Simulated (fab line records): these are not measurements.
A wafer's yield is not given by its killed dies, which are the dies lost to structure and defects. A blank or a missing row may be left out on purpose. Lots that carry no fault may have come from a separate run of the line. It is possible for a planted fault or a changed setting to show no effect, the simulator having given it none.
A lot that was struck, set against a sound lot | flow n5 finfet | 34 steps out of a route of 1938
Sound: the wafers L467.1, L467.3, L467.5. Struck: wafer L478.5 (left out: L478.2, L478.3 of the same lot, which were not struck); the cause appears at the end.
Order at every step that has rows: each side's tool, ch and its chambers, its first start. Under that, the readings that differ: sound wafers | struck wafers | difference of the means | sigmas: that difference in standard deviations of wafers without a fault.
alike: same words and numbers on both sides, and readings whose means sit less than 2 such deviations apart. not compared: any withheld reading, any reading some wafer has no value for, any bound like >300 that may hide the same value, and any number with overlapping values for which the record gives no deviation.
A row with sigmas, a row that says differs or no value, or rows on one side alone: a step with any of these is where the two part. Non-overlapping numbers with no deviation appear without sigmas and do not part them. Lack of a reading on every wafer of one side parts them only where that side has two or more wafers.

first, 9 steps without rows for these wafers: N5_SD_EPI_P_DEVELOP_08 (develop time 30 s); N5_SD_EPI_P_DESCUM_14 (chemistry O2, time 7.9 s); N5_SD_EPI_P_ETCH_36 (etches SiARC in CF4, target depth 45.5 nm, time 75.8 s); N5_SD_EPI_P_ETCH_37 (etches SOC in N2/H2, overetch 108 nm, time 486 s); N5_SD_EPI_P_STRIP_38 (strips in N2/H2); N5_SD_EPI_P_ETCHBACK_46 (etches SiNx in CH3F/O2, stops on SiO2, target depth 17.5 nm); N5_SD_EPI_P_ETCH_47 (etches SiOCN in CH3F/O2, target depth 25 nm); N5_SD_EPI_P_ETCH_16 (etches SiO2 in CHF3/O2, target depth 5 nm); N5_SD_EPI_P_STRIP_50 (strips in CHF3/O2).
N5_SD_EPI_P_SD_RECESS_17: chemistry HBr/Cl2/O2, target depth 39.1 nm, bt time 3 s.
  sound on rie si-01 ch 2,3, day 6 01:16; struck on rie si-05 ch 3, day 8 20:58
  reading                              | sound                | struck | difference | sigmas
  bias w (W)                           | 111.82 112.20 112.45 | 111.45 | -0.71      | -2
  oes product au (a.u.)                | 1.010 1.013 1.015    | 0.928  | -0.085     | -5
  throttle valve pct (%)               | 36.8 36.4 36.4       | 37.5   | +1.0       | +3
  model.SD_EPI_P.feature depth nm (nm) | 38.6 39.6 39.6       | 28.8   | -10.5      |
  model.etch.depth nm (nm)             | 38.58 39.54 39.67    | 28.84  | -10.42     |
  alike: drypump motor current A, oes_o_777_au, rf fwd power W
  not compared: rf hours counter h
then, 22 steps without rows for these wafers: N5_SD_EPI_P_WET_ETCH_45 (etches SiO2 in dHF, time 10.7 s, target depth 2 nm, rinse time 30 s); N5_SD_EPI_P_STRIP_40 (strips in N2/H2); N5_SD_EPI_P_PRECLEAN_52 (cleans in O3/DIW, time 60 s); N5_SD_EPI_P_SRD_20 (time 30 s); N5_SD_EPI_P_PRECLEAN_51 (cleans in NF3:NH3, afs cycles 1, time 20 s, sublimation time 60 s); N5_SD_EPI_P_VAPOR_ETCH_44 (etches SiGe30 in NF3/Ar, time 3.3 s); N5_SD_EPI_P_EPI_21 (deposits SiGe:B, time 355 s); N5_SD_EPI_P_HM_STRIP_48 (strips SiNx in H3PO4, material SiNx, target depth 3 nm); N5_SD_EPI_P_SRD_49 (time 30 s); N5_SD_EPI_P_PRECLEAN_24 (cleans in O3/DIW, time 45 s); N5_SD_EPI_P_PRECLEAN_32 (cleans in dHF, time 10 s); N5_SD_EPI_P_PRECLEAN_33 (cleans in SC2, time 45 s); N5_SD_EPI_P_SRD_25 (time 30 s); N5_SD_ACTIVATION_RTA_00 (time 0 s); N5_SD_ACTIVATION_LSA_01 (time 0.0008 s); N5_ILD0_LINER_00 (material SiNx, target thk 4 nm, pulse time 1 s, purge time 2 s); N5_ILD0_FCVD_FILL_01 (material SiO2 flowable, target thk 200 nm, time 328.3 s); N5_ILD0_CURE_02 (time 1800 s); N5_ILD0_CMP_03 (polishes, stops on SiNx, t overpolish 1.9 s, target thk 197.38 nm); N5_ILD0_CMP_07 (polishes SiO2 flowable, stops on poly-Si, t overpolish 1.18 s, target thk 138.88 nm); N5_ILD0_PRECLEAN_10 (cleans in NF3:NH3, afs cycles 5, time 20 s, sublimation time 60 s); N5_ILD0_ALD_15 (deposits SiNx, target thk 24 nm, pulse time 1 s, ald cycles 480).
-- the record jumps here: 5 days lie between the struck wafers' starts before and after (it left off in module ILD0 and takes up again in module BEOL_M4, whose first step shown is number 1111 of the route) --
N5_BEOL_M4_RC_MEAS_101:
  sound on prober-02 ch 0, day 10 23:55; struck on prober-01 ch 0, day 13 15:30
  reading         | sound             | struck | difference | sigmas
  CJ_P            | 5.65 5.84 5.83    | 3.43   | -2.34      | -13
  DIBL_N (mV/V)   | 36.5 38.4 35.9    | 33.3   | -3.6       | -2
  DIBL_P (mV/V)   | 35.2 38.1 34.5    | 30.7   | -5.2       | -3
  IOFF_N (nA/um)  | 0.162 0.206 0.146 | 0.114  | -0.057     | -2
  IOFF_P (nA/um)  | 0.21 0.26 0.20    | 0.12   | -0.10      | -3
  ION_P (uA/um)   | 460 467 460       | 402    | -60        | -8
  REXT_P (ohm.um) | 101.0 100.3 100.3 | 111.2  | +10.7      | +5
  SS_N (mV/dec)   | 70.8 72.6 71.6    | 70.2   | -1.5       | -3
  SS_P (mV/dec)   | 73.9 73.8 73.1    | 71.9   | -1.7       | -3
  VT_P (mV)       | -250 -250 -251    | -259   | -9         | -3
  alike: ION_N, VT_N
-- a jump in the record: the struck wafers' starts before and after are 5 days apart (it breaks off in module BEOL_M4 and resumes in module PASSIVATION, where the first step shown is number 1936 of the route) --
N5_PASSIVATION_PROBE_49:
  sound on prober-01 at day 15 04:25; struck on prober-02 at day 18 05:07
  reading              | sound          | struck | difference | sigmas
  sort_bin_8_speed (%) | 0 0 0          | 92.12  | +92.12     | +99 or more
  sort n pass          | 1095 1108 1076 | 0      | -1093      | -55
  sort yield pct (%)   | 92.8 93.9 91.2 | 0      | -93        | -54
  alike: defect limited yield, killed_at_M0_to_M3, killed_at_M4_up, killed at contacts, killed at front end, killed at other, killed dies, killed open, killed short, sort_bin_5_function, sort_bin_6_memory

## WHERE THEY PART
At N5_SD_EPI_P_SD_RECESS_17 first; at N5_PASSIVATION_PROBE_49 last (within this record only).

WHY: whatever the simulator had introduced
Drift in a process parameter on rie si-05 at N5_SD_EPI_P_SD_RECESS_17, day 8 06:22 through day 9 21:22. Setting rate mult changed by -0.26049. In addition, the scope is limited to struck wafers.
